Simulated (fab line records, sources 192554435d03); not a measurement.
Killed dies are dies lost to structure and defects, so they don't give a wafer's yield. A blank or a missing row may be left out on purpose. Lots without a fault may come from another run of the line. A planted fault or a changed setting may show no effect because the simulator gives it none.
Split-lot experiment | flow n5_finfet | 7 lots, 39 wafers read, on a route of 1938 steps

THE SPLIT
At N5_MOL_CONTACT_COAG_ETCH_15 (etches SiNx in CH3F/O2, stops on Si:P, target depth 7 nm), the setting source_w was moved away from the recipe's 395 W on 18 of the 39 wafers read, by -18.6% to +9.2%. The other wafers ran this setting at the recipe's value.

The reading is taken at the split's own step.

THE READING
rf_vpp_V, in V, at N5_MOL_CONTACT_COAG_ETCH_15 (etches SiNx in CH3F/O2, stops on Si:P, target depth 7 nm). Fault-free wafers of this fab line usually give 295 V, standard deviation 4.5 V.

wafer  | tool, chamber at the split | source_w as run, W | against the recipe | rf_vpp_V, V | against lot-mates on the recipe
L078.2 | rie_diel-05, 0             | 395                | recipe             | 298         | -
L078.4 | rie_diel-05, 2             | 395                | recipe             | 299         | -
L078.5 | rie_diel-05, 1             | 395                | recipe             | 295         | -
L080.1 | rie_diel-05, 3             | 421.7              | +6.8%              | 281         | -15
L080.2 | rie_diel-05, 1             | 395                | recipe             | 294         | -
L080.3 | rie_diel-05, 2             | 395                | recipe             | 298         | -
L080.4 | rie_diel-05, 0             | 421.7              | +6.8%              | 291         | -5
L080.5 | rie_diel-05, 3             | 421.7              | +6.8%              | 282         | -14
L080.6 | rie_diel-05, 2             | 395                | recipe             | 297         | -
L082.1 | rie_diel-02, 3             | 321.6              | -18.6%             | 330         | +37
L082.2 | rie_diel-02, 1             | 395                | recipe             | 295         | -
L082.3 | rie_diel-02, 2             | 395                | recipe             | 290         | -
L082.4 | rie_diel-02, 0             | 395                | recipe             | 293         | -
L082.5 | rie_diel-02, 1             | 321.6              | -18.6%             | 325         | +32
L082.6 | rie_diel-02, 2             | 321.6              | -18.6%             | 319         | +26
L083.1 | rie_diel-02, 2             | 395                | recipe             | 290         | -
L083.2 | rie_diel-02, 1             | 395                | recipe             | 294         | -
L083.3 | rie_diel-02, 3             | 350.2              | -11.3%             | 317         | +24
L083.4 | rie_diel-02, 0             | 395                | recipe             | 296         | -
L083.5 | rie_diel-02, 1             | 350.2              | -11.3%             | 311         | +18
L083.6 | rie_diel-02, 0             | 350.2              | -11.3%             | 311         | +18
L084.1 | rie_diel-06, 3             | 395                | recipe             | 290         | -
L084.2 | rie_diel-06, 1             | 395                | recipe             | 295         | -
L084.3 | rie_diel-06, 0             | 431.2              | +9.2%              | 288         | -4
L084.4 | rie_diel-06, 2             | 431.2              | +9.2%              | 296         | +4
L084.5 | rie_diel-06, 3             | 395                | recipe             | 290         | -
L084.6 | rie_diel-06, 2             | 431.2              | +9.2%              | 295         | +3
L087.1 | rie_diel-05, 3             | 429.6              | +8.8%              | 281         | -15
L087.2 | rie_diel-05, 1             | 395                | recipe             | 294         | -
L087.3 | rie_diel-05, 2             | 429.6              | +8.8%              | 286         | -10
L087.4 | rie_diel-05, 0             | 429.6              | +8.8%              | 285         | -11
L087.5 | rie_diel-05, 1             | 395                | recipe             | 294         | -
L087.6 | rie_diel-05, 0             | 395                | recipe             | 299         | -
L093.1 | rie_diel-02, 0             | 348.5              | -11.8%             | 311         | +15
L093.2 | rie_diel-02, 1             | 395                | recipe             | 294         | -
L093.3 | rie_diel-02, 3             | 395                | recipe             | 298         | -
L093.4 | rie_diel-02, 2             | 348.5              | -11.8%             | 306         | +10
L093.5 | rie_diel-02, 3             | 395                | recipe             | 297         | -
L093.6 | rie_diel-02, 0             | 348.5              | -11.8%             | 310         | +14

THE FIT
A straight line over all 39 wafers: rf_vpp_V changes by -1.33 V for each +1% of source_w; r = -0.92; the points scatter about the line by 4.6 V.
The same after taking each lot's own level away (the mean of its wafers on the recipe; 39 wafers): -1.36 V for each +1%; r = -0.90; scatter 5.3 V.
On that fit, the largest move of source_w shifts the reading by 25 V.
The lots' own levels span 291.7 to 297.3 V, that is 1.3 times the standard deviation above.
So the lot-to-lot level changes the slope little: the two slopes agree.
Check: with one of the wafers moved furthest among these (-18.6%) left out of the fit, the line predicts +24.8 V for it against its lot-mates. It came out at +37.3 V against them.
Tool readings at the split's step, against how far the setting was moved: rf_vpp_V r = -0.92.

OTHER SPLITS ON THESE WAFERS
These wafers also went through other splits before the reading. Each is held against what the fit with the lots' levels taken away leaves over:
other split on the same wafers | wafers away from the commonest value | r with rf_vpp_V (lot level and that fit taken away)
N5_DUMMY_GATE_ETCH_37 source_w | 12                                   | +0.14
N5_DUMMY_GATE_ETCH_32 time_s   | 15                                   | +0.16
N5_SD_EPI_P_ETCH_37 source_w   | 12                                   | -0.05

THE FILE'S OWN FIT
rf_vpp_V changes by -1.38 V for each +1% of source_w, r = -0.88.
